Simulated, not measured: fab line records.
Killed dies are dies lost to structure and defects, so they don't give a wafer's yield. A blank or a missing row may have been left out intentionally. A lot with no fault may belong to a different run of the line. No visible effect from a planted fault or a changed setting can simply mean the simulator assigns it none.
A struck lot beside a sound one + flow n5_finfet + 22 out of 1938 route steps
Sound: the wafers L323.3, L323.5, L323.6. Struck: wafer L332.5. (L332.1, L332.4 of the same lot were not struck and are left out.) The cause comes at the end.
Order at every step that has rows: each side's tool, ch and its chambers, its first start. Under that, the readings that differ: sound wafers + struck wafers + difference of the means + sigmas: that difference in standard deviations of wafers without a fault.
alike: words and numbers the same on both sides, and readings whose means are apart by under 2 such deviations; not compared: readings that were withheld, readings missing a value for some wafer, numbers with overlapping values and no deviation given by the record, and bounds like >300 which may hide the same value.
Wherever a step has rows on one side only, a row that says differs or no value, or a row with sigmas, the two part there. When numbers do not overlap yet have no deviation, they are printed without sigmas and do not part them. A reading missing from all wafers of one side parts the sides only when that side holds two or more wafers.

first, 8 steps without rows for these wafers: N5_BEOL_M15_CMP_49 (polishes, stops on SiO2, t overpolish 4.9 s, target thk 850 nm); N5_BEOL_M15_PRE_CLEAN_52 (time 15 s); N5_BEOL_M15_DEP_53 (deposits SiCN from 3MS/NH3, target thk 50 nm, time 17.8 s); N5_PASSIVATION_PECVD_00 (deposits SiO2 from SiH4/N2O, target thk 200 nm, time 11.2 s); N5_MIM_BOT_DEGAS_01 (time 60 s); N5_MIM_BOT_SPUTTER_00 (material TiN, target thk 35 nm, time 89.7 s); N5_MIM_TOP_ALD_00 (deposits Al2O3, purge time 3 s, co reactant pulse time 3 s); N5_MIM_TOP_ALD_01 (deposits HfO2, target thk 5.6 nm, pulse time 1 s, purge time 3 s).
N5_MIM_TOP_ALD_02: deposits Al2O3, purge time 3 s, co reactant pulse time 3 s.
  sound on ald_hk-02 ch 1,2, day 14 15:00; struck on ald_hk-02 ch 2, day 16 13:00
  alike: precursor_pulse_height_rel
then, 10 steps without rows for these wafers: N5_MIM_TOP_DEGAS_04 (time 60 s); N5_MIM_TOP_SPUTTER_03 (material TiN, target thk 35 nm, time 89.7 s); N5_MIM_TOP_LITHO_HMDS_01 (time 60 s); N5_MIM_TOP_LITHO_COAT_02; N5_MIM_TOP_LITHO_EBR_04; N5_MIM_TOP_LITHO_SOFTBAKE_03 (time 90 s); N5_MIM_TOP_LITHO_EXPOSE_05 (exposes mask MIM TOP, target cd 2000 nm); N5_MIM_TOP_LITHO_PEB_06; N5_MIM_TOP_LITHO_DEVELOP_07 (develop time 60 s); N5_MIM_TOP_LITHO_HARDBAKE_09 (time 120 s).
N5_MIM_TOP_LITHO_INSPECT_12: inspects for defects (macro).
  sound on defect_inspect-02, day 14 15:51; struck on defect_inspect-02, day 16 14:12
| reading          | sound | struck | difference | sigmas |
|------------------|-------|--------|------------|--------|
| raw_defect_count | 0 1 0 | >300   | differs    |        |
then, 1 step without rows for these wafers: N5_MIM_TOP_LITHO_DESCUM_10 (chemistry O2, time 7.9 s).
N5_PASSIVATION_PROBE_49:
  sound on prober-01, day 15 05:41; struck on prober-02, day 17 01:20
| reading                  | sound          | struck | difference | sigmas |
|--------------------------|----------------|--------|------------|--------|
| defect_limited_yield (%) | 92.7 92.5 94.6 | 85.1   | -8.2       | -6     |
| killed_at_other          | 2 6 7          | 100    | +95        | +29    |
| killed_dies              | 86 89 64       | 176    | +96        | +6     |
| killed_on_rim            | 17 14 10       | 28     | +14        | +4     |
| sort_bin_5_function (%)  | 4.2 5.2 3.1    | 7.8    | +3.6       | +4     |
| sort_n_pass              | 1094 1091 1116 | 1004   | -96        | -6     |
| sort_yield_pct (%)       | 92.7 92.5 94.6 | 85.1   | -8.2       | -6     |
  alike: killed_at_M0_to_M3, killed_at_M4_up, killed_at_contacts, killed_at_front_end, killed_open, killed_short, sort_bin_6_memory

WHERE THEY PART
At N5_MIM_TOP_LITHO_INSPECT_12 first; at N5_PASSIVATION_PROBE_49 last (within this record only).

WHY: what had been put in by the simulator
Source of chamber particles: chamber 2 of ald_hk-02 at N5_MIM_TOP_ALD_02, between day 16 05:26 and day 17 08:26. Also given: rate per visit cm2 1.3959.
